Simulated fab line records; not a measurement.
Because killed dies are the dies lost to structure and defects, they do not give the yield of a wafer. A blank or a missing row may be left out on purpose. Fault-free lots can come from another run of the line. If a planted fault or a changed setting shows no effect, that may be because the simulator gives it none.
fab line records    flow n5Finfet
record: lots: 5  wafers: 15  lastDay: 17
route steps=1938 shown DUMMY_GATE@250 SPACER0@258 SD_EPI_N@262 BEOL_M4@1111 PASSIVATION@1936
lots with no fault: from the same line, run without faults
startH: start of the lot's first displayed wafer, in hours after the record's first day    waitH: hours from the lot's prior step to this one    " repeats the value in the row above    L1.1+2: a single row standing in for several wafers    - either no value or no given start    * or withheld: withheld    < > ~ a bound
route shown NAME@n: a module of which the file shows steps, and the number in the route of the first    usual: average and standard deviation across the fault-free wafers    same: alike in all rows    chamber/n: place in a boat    sites: per-site readings    _std_site: how widely they spread, as a standard deviation    _edge_site: mean of outer sites minus mean of inner sites    radiusMm: for every site, how far away it sits from the centre of the wafer    mask NAME#n: copy n    behind: the most recent tool/chamber to have shaped the wafer    hold: the reason the lot was held/the length of the hold in hours/how it ended    device: whichever transistor did not switch (one of n, p or np)    end of line: tests run on the same wafers once the route is complete    a step with no rows: only its recipe    killed: not the wafer's yield, but the dies lost to structure and defects at the first sort    map: dies across one wafer; x = killed, . = not, _ = none there
set.NAME: setting as actually run; set.NAME@STEP: the setting as run at that earlier step    model.NAME: the simulator's own value behind a step, which no gauge read
lots at selected steps of the route; one table per step, one row per wafer
services: a tool's chamber out of use, with start hour (startH, from the record's first day; less than 0 if before it), hours out, and reason
== steps ==
step: N5_DUMMY_GATE_ETCH_42
recipe: chemistry: CHF3/O2  target: SiO2  targetDepthA: 35  timeS: 31  ionEnergyEv: 30  biasW: 12  pressureMtorr: 30  sourceW: 600  Ar_flow_sccm: 200  CHF3_flow_sccm: 50  O2_flow_sccm: 5
usual: drypumpMotorCurrentA: 5.8/0.34  oes_f_703_au: 0.79/0.087  oesProductAu: 0.78/0.092  rfVppV: 42.6/0.96  showerheadPlenumPTorr: 2.43/0.06  throttleValvePct: 18.80/0.29
lot.wafer  tool        chamber  startH  waitH  drypumpMotorCurrentA  oes_f_703_au  oesProductAu  rfHoursCounterH  rfVppV  showerheadPlenumPTorr  throttleValvePct
L382.1     rieDiel-03  3        58.47   0.0    6.3                   0.79          0.78          122              42.1    2.52                   18.69
L382.2     "           1        "       "      6.1                   0.78          0.77          130              43.7    2.52                   19.14
L382.5     "           3        "       "      6.3                   0.79          0.78          -                44.1    2.52                   18.68
L383.1     rieDiel-03  2        67.33   0.0    6.3                   0.70          0.68          241              42.0    2.37                   18.84
L383.2     "           0        "       "      5.7                   0.94          0.96          12               43.0    2.37                   18.17
L383.3     "           1        "       "      6.1                   0.78          0.77          133              41.3    2.52                   19.14
L393.1     rieDiel-03  0        129.56  0.0    5.6                   0.90          0.92          33               42.4    2.36                   18.21
L393.4     "           2        "       "      6.3                   1.00          0.99          2                40.0    2.37                   18.45
L393.5     "           2        "       "      6.3                   0.99          1.00          -                43.7    2.37                   18.47
L399.2     rieDiel-04  1        160.57  0.1    5.6                   0.71          0.69          211              41.3    2.49                   18.87
L399.5     "           3        "       "      5.4                   0.79          0.80          -                42.5    2.43                   18.74
L399.6     "           2        "       "      5.6                   0.83          0.83          -                42.1    2.33                   18.73
L402.4     rieDiel-04  3        180.07  0.2    5.4                   0.79          0.79          -                42.0    2.42                   18.75
L402.5     "           1        "       "      5.5                   0.70          0.68          -                41.7    2.49                   18.88
L402.6     "           2        "       "      5.7                   0.82          0.82          -                42.5    2.33                   18.73
step: N5_DUMMY_GATE_STRIP_48
recipe: chemistry: N2/H2  timeS: 20  powerW: 100  tempC: 40  pressureMtorr: 100  rfFrequencyHz: 6e+07  biasPowerW: 3  n2FlowSccm: 300  h2FlowSccm: 300
usual: drypumpMotorCurrentA: 5.8/0.34  oesProductAu: 0.78/0.092  rfVppV: 45.3/0.87  showerheadPlenumPTorr: 3.41/0.083  tempC: 40.00/0.11  throttleValvePct: 12.3/0.31
lot.wafer  tool        chamber  startH  waitH  drypumpMotorCurrentA  oesProductAu  rfHoursCounterH  rfVppV  showerheadPlenumPTorr  tempC  throttleValvePct
L382.1     rieDiel-03  3        58.52   0.0    6.4                   0.79          122              44.3    3.51                   40.10  12.0
L382.2     "           1        "       "      6.1                   0.78          130              44.7    3.53                   40.06  12.5
L382.5     "           3        "       "      6.4                   0.80          -                44.2    3.52                   40.06  12.1
L383.1     rieDiel-03  2        67.38   0.0    6.3                   0.69          241              45.5    3.32                   39.91  12.5
L383.2     "           0        "       "      5.7                   0.96          12               46.8    3.32                   39.74  11.5
L383.3     "           1        "       "      6.1                   0.77          133              46.3    3.52                   40.02  12.5
L393.1     rieDiel-03  0        129.61  0.0    5.7                   0.91          33               43.8    3.31                   40.04  11.6
L393.4     "           2        "       "      6.3                   0.98          2                45.3    3.31                   39.86  11.9
L393.5     "           2        "       "      6.3                   0.99          -                44.1    3.31                   39.94  11.8
L399.2     rieDiel-04  1        160.62  0.0    5.6                   0.69          211              44.8    3.48                   40.07  12.4
L399.5     "           3        "       "      5.4                   0.80          -                44.1    3.39                   39.92  12.1
L399.6     "           2        "       "      5.7                   0.83          -                45.3    3.28                   40.04  12.2
L402.4     rieDiel-04  3        180.12  0.0    5.4                   0.79          -                44.7    3.39                   40.02  12.1
L402.5     "           1        "       "      5.5                   0.69          -                44.9    3.48                   40.16  12.4
L402.6     "           2        "       "      5.7                   0.82          -                44.3    3.27                   39.93  12.2
step: N5_DUMMY_GATE_PRECLEAN_33
recipe: chemistry: dHF  timeS: 10  dilution: 750:1  tempC: 25
step: N5_DUMMY_GATE_PRECLEAN_25
recipe: chemistry: O3/DIW  timeS: 45  tempC: 22  o3Ppm: 10
step: N5_DUMMY_GATE_PRECLEAN_51
recipe: chemistry: SC2  timeS: 45  tempC: 35  mix: 1:1:50
step: N5_DUMMY_GATE_SRD_26
recipe: dry: ipaMarangoni  timeS: 30  tempC: 23  rinseLiquid: diw
step: N5_DUMMY_GATE_UV_OZONE_45
recipe: timeS: 120  pressureTorr: 760  tempC: 25
step: N5_DUMMY_GATE_INSPECT_27
recipe: inspectInstrument: brightfield  mode: aei
usual: rawDefectCount: 295/73
lot.wafer  tool              chamber  startH  waitH  rawDefectCount
L382.1     defectInspect-02  -        58.70   0.0    255
L382.2     "                 -        "       "      470
L382.5     "                 -        "       "      260
L383.1     defectInspect-01  -        67.56   0.0    209
L383.2     "                 -        "       "      317
L383.3     "                 -        "       "      277
L393.1     defectInspect-01  -        129.79  0.0    436
L393.4     "                 -        "       "      330
L393.5     "                 -        "       "      327
L399.2     defectInspect-01  -        160.81  0.0    565
L399.5     "                 -        "       "      343
L399.6     "                 -        "       "      418
L402.4     defectInspect-02  -        180.28  0.0    147
L402.5     "                 -        "       "      237
L402.6     "                 -        "       "      252
step: N5_SPACER0_ALD_07
recipe: material: SiNx  targetThkA: 20  tempC: 400  aldPrecursorFamily: SiH2I2  aldCoReactant: N2/H2-plasma  pressureTorr: 2
usual: heaterPowerW: 829/50
lot.wafer  tool       chamber  startH  waitH  heaterPowerW
L382.1     aldSin-04  0        58.74   0.0    834
L382.2     "          2        "       "      866
L382.5     "          0        "       "      837
L383.1     aldSin-03  3        67.84   0.3    855
L383.2     "          2        "       "      882
L383.3     "          1        "       "      828
L393.1     aldSin-03  3        129.83  0.0    881
L393.4     "          2        "       "      865
L393.5     "          3        "       "      861
L399.2     aldSin-04  2        160.84  0.0    854
L399.5     "          2        "       "      850
L399.6     "          1        "       "      803
L402.4     aldSin-03  1        180.32  0.0    833
L402.5     "          2        "       "      888
L402.6     "          3        "       "      886
step: N5_SPACER0_ALD_00
recipe: material: SiOCN  targetThkA: 35  tempC: 400  aldPrecursorFamily: alkyl-aminosilane  aldCoReactant: O2/N2-plasma  pulseTimeS: 3  purgeTimeS: 2  coReactantPurgeTimeS: 2  aldCycles: 58  pressureTorr: 2
usual: heaterPowerW: 831/50  precursorPulseHeightRel: 0.997/0.02
lot.wafer  tool       chamber  startH  waitH  heaterPowerW  precursorPulseHeightRel
L382.1     aldSin-04  0        58.89   0.1    836           1.017
L382.2     "          2        "       "      860           0.981
L382.5     "          0        "       "      867           0.967
L383.1     aldSin-03  3        67.99   0.1    867           0.999
L383.2     "          2        "       "      874           1.014
L383.3     "          1        "       "      825           0.966
L393.1     aldSin-03  3        129.98  0.1    888           0.991
L393.4     "          2        "       "      880           0.963
L393.5     "          3        "       "      891           0.990
L399.2     aldSin-04  2        160.99  0.1    867           1.050
L399.5     "          2        "       "      868           0.983
L399.6     "          1        "       "      808           0.985
L402.4     aldSin-03  1        180.47  0.1    834           0.999
L402.5     "          2        "       "      895           0.980
L402.6     "          3        "       "      850           1.019
step: N5_SPACER0_ALD_08
recipe: material: SiNx  targetThkA: 20  tempC: 400  aldPrecursorFamily: SiH2I2  aldCoReactant: N2/H2-plasma  pressureTorr: 2
usual: heaterPowerW: 831/49
lot.wafer  tool       chamber  startH  waitH  heaterPowerW
L382.1     aldSin-04  0        59.15   0.1    833
L382.2     "          2        "       "      865
L382.5     "          0        "       "      838
L383.1     aldSin-03  3        68.25   0.1    858
L383.2     "          2        "       "      891
L383.3     "          1        "       "      829
L393.1     aldSin-03  3        130.24  0.1    876
L393.4     "          2        "       "      884
L393.5     "          3        "       "      871
L399.2     aldSin-04  2        161.25  0.1    853
L399.5     "          2        "       "      858
L399.6     "          1        "       "      818
L402.4     aldSin-03  1        180.73  0.1    830
L402.5     "          2        "       "      900
L402.6     "          3        "       "      884
step: N5_SPACER0_INSPECT_04
recipe: inspectInstrument: darkfield  mode: postDep
usual: rawDefectCount: 138/31
lot.wafer  tool              chamber  startH  waitH  rawDefectCount
L382.1     defectInspect-02  -        59.31   0.1    95
L382.2     "                 -        "       "      228
L382.5     "                 -        "       "      118
L383.1     defectInspect-01  -        68.40   0.1    89
L383.2     "                 -        "       "      150
L383.3     "                 -        "       "      128
L393.1     defectInspect-02  -        130.40  0.1    183
L393.4     "                 -        "       "      164
L393.5     "                 -        "       "      130
L399.2     defectInspect-02  -        161.41  0.1    268
L399.5     "                 -        "       "      160
L399.6     "                 -        "       "      167
L402.4     defectInspect-02  -        180.89  0.1    101
L402.5     "                 -        "       "      113
L402.6     "                 -        "       "      177
step: N5_SD_EPI_N_COAT_32
recipe: resist: SOC  tempC: 250  timeS: 60  spinRpm: 1500  resistThkNm: 350
usual: heaterPowerTotalW: 500.4/1.8  runLengthS: 66.24/0.15
lot.wafer  tool           chamber  startH  waitH  heaterPowerTotalW  runLengthS
L382.1     lithoTrack-05  0        59.34   0.0    502.8              66.34
L382.2     "              0        "       "      498.4              66.32
L382.5     "              0        "       "      503.2              66.43
L383.1     lithoTrack-01  0        68.44   0.0    500.0              66.02
L383.2     "              0        "       "      501.0              66.03
L383.3     "              0        "       "      498.9              66.10
L393.1     lithoTrack-05  0        130.43  0.0    501.3              66.67
L393.4     "              0        "       "      598.9              51.55
L393.5     "              0        "       "      597.5              51.51
L399.2     lithoTrack-01  0        161.44  0.0    498.3              66.39
L399.5     "              0        "       "      501.2              66.03
L399.6     "              0        "       "      502.6              66.08
L402.4     lithoTrack-03  0        180.92  0.0    501.2              66.16
L402.5     "              0        "       "      497.4              66.17
L402.6     "              0        "       "      498.7              66.10
step: N5_SD_EPI_N_COAT_33
recipe: resist: SiARC  tempC: 220  timeS: 60  spinRpm: 1500  resistThkNm: 35
step: N5_BEOL_M4_RC_MEAS_101
usual: DIBL_N: 36.5/1.4  DIBL_P: 36.5/1.6  IOFF_N: 0.163/0.022  IOFF_P: 0.219/0.029  ION_N: 675/8.3  ION_P: 464/6.2  SS_N: 71.5/0.52  SS_P: 73.4/0.57  VT_N: 249.7/2.6  VT_P: -250/3
lot.wafer  tool       chamber  startH  waitH  DIBL_N[mV/V]  DIBL_P[mV/V]  IOFF_N[nA/um]  IOFF_P[nA/um]  ION_N[uA/um]  ION_P[uA/um]  SS_N[mV/dec]  SS_P[mV/dec]  VT_N[mV]  VT_P[mV]
L382.1     prober-01  0        183.17  0.0    35.1          35.4          0.143          0.181          667           453           70.8          73.2          250.3     -253
L382.2     "          0        "       "      35.9          36.8          0.167          0.206          674           459           72.0          73.4          246.6     -252
L382.5     "          0        "       "      34.9          34.7          0.136          0.169          661           455           71.5          73.3          251.5     -255
L383.1     prober-02  0        195.64  0.0    34.3          35.7          0.124          0.181          667           457           70.7          73.1          254.2     -253
L383.2     "          0        "       "      38.1          39.3          0.185          0.229          661           453           71.9          73.2          250.0     -252
L383.3     "          0        "       "      35.3          36.6          0.140          0.191          664           461           70.8          72.3          252.1     -255
L393.1     prober-01  0        246.45  0.0    36.2          37.9          0.182          0.281          683           477           72.1          73.4          245.3     -242
L393.4     "          0        "       "      36.1          38.0          0.189          0.304          691           483           71.5          73.7          244.6     -241
L393.5     "          0        "       "      35.5          37.1          0.170          0.271          680           476           71.5          74.0          247.4     -244
L399.2     prober-02  0        285.92  0.2    37.7          37.0          0.170          0.215          675           453           71.4          73.0          249.1     -250
L399.5     "          0        "       "      37.2          36.8          0.177          0.218          685           464           71.9          73.8          246.9     -251
L399.6     "          0        "       "      37.3          36.4          0.182          0.223          681           464           71.8          72.6          246.4     -249
L402.4     prober-02  0        310.83  0.5    34.2          35.8          0.136          0.198          681           470           71.7          73.1          250.4     -252
L402.5     "          0        "       "      34.4          36.2          0.140          0.202          674           467           71.6          72.8          251.3     -250
L402.6     "          0        "       "      33.5          35.1          0.131          0.191          666           466           70.4          72.6          252.4     -252
step: N5_PASSIVATION_PROBE_49
usual: defectLimitedYield: 91.2/1.6  killed_at_M0_to_M3: 33/11  killed_at_M4_up: 15/6.2  killedAtContacts: 15/7.1  killedAtFrontEnd: 38/12  killedAtOther: 4/3.5  killedDies: 104/19  killedOnRim: 14/4  killedOpen: 69/14  killedShort: 34/8.5  sort_bin_5_function: 5.2/0.99  sort_bin_6_memory: 3.3/0.77  sortNPass: 1076/19  sortYieldPct: 91.2/1.6
same: grossDies: 1180  killedAtBackSide: 0  sort_bin_4_leakage[%]: 0  sort_bin_8_speed[%]: 0
lot.wafer  tool       chamber  startH  waitH  defectLimitedYield[%]  killed_at_M0_to_M3  killed_at_M4_up  killedAtContacts  killedAtFrontEnd  killedAtOther  killedDies  killedOnRim  killedOpen  killedShort  sort_bin_5_function[%]  sort_bin_6_memory[%]  sortNPass  sortYieldPct[%]
L399.2     prober-02  -        387.45  0.1    91.4                   27                  13               11                46                4              101         17           65          35           4.7                     3.4                   1079       91.4
L399.5     prober-02  -        387.60  0.2    89.9                   45                  10               12                50                2              119         11           68          50           5.9                     3.9                   1061       89.9
L399.6     prober-02  -        387.65  0.3    90.4                   32                  17               8                 56                0              113         18           84          26           6.0                     3.4                   1067       90.4
killed by level:class
L399.2 MOL_CONTACT_COAG:geometricParticle:open=9 FIN_SAQP:geometricParticle:short=8 STI_FIN_REVEAL:geometricParticle:open=8 BEOL_M1:geometricParticle:open=7 DUMMY_GATE:geometricParticle:open=6 BEOL_M0_SAQP:geometricParticle:open=6 FIN_SAQP:geometricParticle:open=5 BEOL_M0_SAQP:geometricParticle:short=5
L399.5 BEOL_M0_SAQP:geometricParticle:short=23 STI_FIN_REVEAL:geometricParticle:open=14 DUMMY_GATE:geometricParticle:open=11 MOL_CONTACT_COAG:geometricParticle:open=9 FIN_SAQP:geometricParticle:short=8 BEOL_M2:geometricParticle:open=8 BEOL_M0_SAQP:geometricParticle:open=7 BEOL_M1:geometricParticle:open=5
L399.6 STI_FIN_REVEAL:geometricParticle:open=25 BEOL_M0_SAQP:geometricParticle:open=9 MOL_CONTACT_COAG:geometricParticle:open=8 BEOL_M0_SAQP:geometricParticle:short=7 FIN_SAQP:geometricParticle:open=6 FIN_SAQP:geometricParticle:short=6 BEOL_M4:geometricParticle:open=6 BEOL_M1:geometricParticle:open=6
== services ==
tool           chamber  startH  hours  kind
lithoTrack-05  -        36.57   -      consumableReplace:filter
aldSin-04      -        40.29   6.0    pm
lithoTrack-03  -        49.93   -      consumableReplace:filter
rieDiel-03     2        103.59  -      clean
rieDiel-03     2        103.59  -      consumableReplace:focusRing
rieDiel-03     2        103.59  19.6   scheduledDown
rieDiel-03     2        103.59  19.6   ventCycle
rieDiel-04     1        139.91  2.5    repair
rieDiel-03     1        140.98  6.8    repair
rieDiel-04     -        163.06  1.1    repair
rieDiel-04     0        170.61  -      clean
rieDiel-04     0        170.61  -      consumableReplace:focusRing
rieDiel-04     0        170.61  19.5   scheduledDown
rieDiel-04     0        170.61  19.5   ventCycle
aldSin-04      -        178.30  14.0   pm
aldSin-04      0        178.30  14.0   ventCycle
aldSin-04      1        178.30  14.0   ventCycle
aldSin-04      2        178.30  14.0   ventCycle
aldSin-04      3        178.30  14.0   ventCycle
== key ==
firstSign: step: N5_SD_EPI_N_COAT_32  reading: runLengthS  direction: down  sigmas: 97  usual: *  struck: *
effect: step: N5_SD_EPI_N_COAT_32  reading: heaterPowerTotalW  direction: up  sigmas: 53  usual: *  struck: *
metAt N5_SD_EPI_N_COAT_32
struckWafers L393.4,L393.5
onsetBetween 59.34 130.43
fault: kind: processParameterDrift  tool: lithoTrack-05  chamber: -  onsetH: 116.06  steps: N5_SD_EPI_N_COAT_32  channel: timeS  offset: *  shape: step  endH: 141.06  scope: struckWafersOnly  actsIn: *  stated: *
